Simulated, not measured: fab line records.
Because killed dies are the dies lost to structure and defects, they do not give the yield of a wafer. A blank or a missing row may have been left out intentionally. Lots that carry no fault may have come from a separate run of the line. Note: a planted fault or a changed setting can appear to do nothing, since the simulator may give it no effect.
Chamber matching | flow n5_finfet | N5_BEOL_M9_DEP_56 on pecvd-02 has 3 sister chambers
The step deposits SiCN from 3MS/NH3, target thk 15 nm, time 26.5 s. 22 wafers are shown with their chamber, then 11 later ones without.

== WAFERS, EACH WITH ITS CHAMBER ==
wafer  | chamber | throttle_valve_pct (%) | showerhead_plenum_p_Torr (Torr)
L075.1 | 1       | 9.3                    | 3.658
L075.2 | 2       | 8.4                    | 3.668
L075.6 | 1       | 9.7                    | 3.672
L078.1 | 2       | 8.6                    | 3.661
L078.2 | 1       | 9.4                    | 3.668
L078.3 | 0       | 9.1                    | 3.686
L078.4 | 0       | 9.0                    | 3.680
L078.5 | 2       | 8.3                    | 3.673
L078.6 | 1       | 9.8                    | 3.674
L081.1 | 2       | 8.7                    | 3.663
L081.4 | 1       | 9.5                    | 3.669
L081.5 | 0       | 9.3                    | 3.675
L082.1 | 2       | 8.7                    | 3.674
L082.3 | 2       | 8.6                    | 3.658
L082.4 | 1       | 9.6                    | 3.662
L085.2 | 2       | 8.6                    | 3.667
L085.3 | 1       | 9.4                    | 3.673
L085.4 | 0       | 9.3                    | 3.679
L092.1 | 1       | 9.4                    | 3.666
L092.4 | 1       | 9.7                    | 3.675
L092.6 | 2       | 8.4                    | 3.664
L091.1 | 2       | 8.8                    | 3.667

SIGNATURES (means of the wafers above)
reading                  | chamber 0 | chamber 1 | chamber 2 | scatter within a chamber
throttle_valve_pct       | 9.175     | 9.533     | 8.567     | 0.167
showerhead_plenum_p_Torr | 3.68000   | 3.66856   | 3.66611   | 0.00537
Rule: for a wafer and a chamber, the distance is found by dividing, reading by reading, the gap between the wafer's reading and the chamber's mean by the reading's scatter, squaring, summing and taking the root. The wafer belongs to the nearest chamber; if the next one is less than 2 further off, it can't be placed. The scatter: take each reading less its chamber's mean, square it, sum over the shown wafers, divide by the number of wafers less the number of chambers, and take the root.

== WAFERS WHOSE CHAMBER IS MISSING ==
wafer  | throttle_valve_pct (%) | showerhead_plenum_p_Torr (Torr)
L091.2 | 9.0                    | 3.674
L091.3 | 9.6                    | 3.675
L094.1 | 9.4                    | 3.684
L094.5 | 9.6                    | 3.660
L094.6 | 9.1                    | 3.682
L095.3 | 9.1                    | 3.676
L095.5 | 8.6                    | 3.666
L095.6 | 8.9                    | 3.669
L097.2 | 9.3                    | 3.668
L097.3 | 9.5                    | 3.675
L097.5 | 9.5                    | 3.665

== EACH ONE'S CHAMBER ==
wafer  | from the rows above          | in truth
L091.2 | can't be placed: 0 or 2 or 1 | 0
L091.3 | can't be placed: 1 or 0      | 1
L094.1 | can't be placed: 0 or 1      | 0
L094.5 | 1                            | 1
L094.6 | 0                            | 0
L095.3 | 0                            | 0
L095.5 | 2                            | 2
L095.6 | can't be placed: 2 or 0 or 1 | 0
L097.2 | can't be placed: 1 or 0      | 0
L097.3 | can't be placed: 1 or 0      | 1
L097.5 | 1                            | 1
Placed correctly: 5 of 11. Not placeable from these rows: 6 (in 6, the candidates include the true chamber). Placed wrongly: 0.
